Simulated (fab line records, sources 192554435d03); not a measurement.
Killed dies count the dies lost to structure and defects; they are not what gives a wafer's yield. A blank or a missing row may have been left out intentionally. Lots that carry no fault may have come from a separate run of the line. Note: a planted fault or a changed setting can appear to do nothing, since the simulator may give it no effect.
Matching of chambers / flow n5Finfet / N5_BEOL_M8_DEP_56 on pecvd-02: 3 sister chambers
The step deposits SiCN from 3MS/NH3, target thk 10 nm, time 17.5 s. 6 wafers are shown with their chamber, then 7 later ones without.

EACH WAFER AND ITS CHAMBER
wafer=L684.4; chamber=2; showerheadPlenumPTorr (Torr)=3.682; throttleValvePct (%)=9.3
wafer=L691.6; chamber=2; showerheadPlenumPTorr (Torr)=3.673; throttleValvePct (%)=9.0
wafer=L696.3; chamber=1; showerheadPlenumPTorr (Torr)=3.656; throttleValvePct (%)=9.3
wafer=L696.5; chamber=1; showerheadPlenumPTorr (Torr)=3.654; throttleValvePct (%)=9.4
wafer=L696.6; chamber=0; showerheadPlenumPTorr (Torr)=3.673; throttleValvePct (%)=9.1
wafer=L698.5; chamber=0; showerheadPlenumPTorr (Torr)=3.665; throttleValvePct (%)=9.2

WAFERS WITHOUT THEIR CHAMBER
wafer=L698.6; showerheadPlenumPTorr (Torr)=3.652; throttleValvePct (%)=9.5
wafer=L704.1; showerheadPlenumPTorr (Torr)=3.674; throttleValvePct (%)=9.1
wafer=L704.3; showerheadPlenumPTorr (Torr)=3.658; throttleValvePct (%)=9.1
wafer=L704.4; showerheadPlenumPTorr (Torr)=3.676; throttleValvePct (%)=9.1
wafer=L706.1; showerheadPlenumPTorr (Torr)=3.669; throttleValvePct (%)=9.1
wafer=L706.5; showerheadPlenumPTorr (Torr)=3.676; throttleValvePct (%)=8.9
wafer=L706.6; showerheadPlenumPTorr (Torr)=3.666; throttleValvePct (%)=9.3

WHICH CHAMBER EACH ONE RAN IN
wafer=L698.6; from the rows above=1; in truth=1
wafer=L704.1; from the rows above=can't be placed: 2 or 0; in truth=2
wafer=L704.3; from the rows above=can't be placed: 1 or 0 or 2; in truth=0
wafer=L704.4; from the rows above=can't be placed: 2 or 0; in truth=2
wafer=L706.1; from the rows above=can't be placed: 0 or 2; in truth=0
wafer=L706.5; from the rows above=can't be placed: 2 or 0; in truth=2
wafer=L706.6; from the rows above=can't be placed: 0 or 1 or 2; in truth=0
Correct placement for 1 of the 7. These rows do not allow placing 6 (true chamber among the candidates in 6). Placed wrongly: 0.
How it was worked out, from the rows above alone: a wafer's distance from a chamber is the root of the sum, over the readings, of the square of ((its reading less the chamber's mean) divided by the reading's scatter). If the next closest chamber is less than 2 further off than the closest, the wafer can't be placed; otherwise it belongs to the closest. A chamber's mean is the mean of its shown wafers. How the scatter is found: for the shown wafers, subtract from each reading the mean of its chamber, square and add these, divide the total by (wafers less chambers), then take the root.
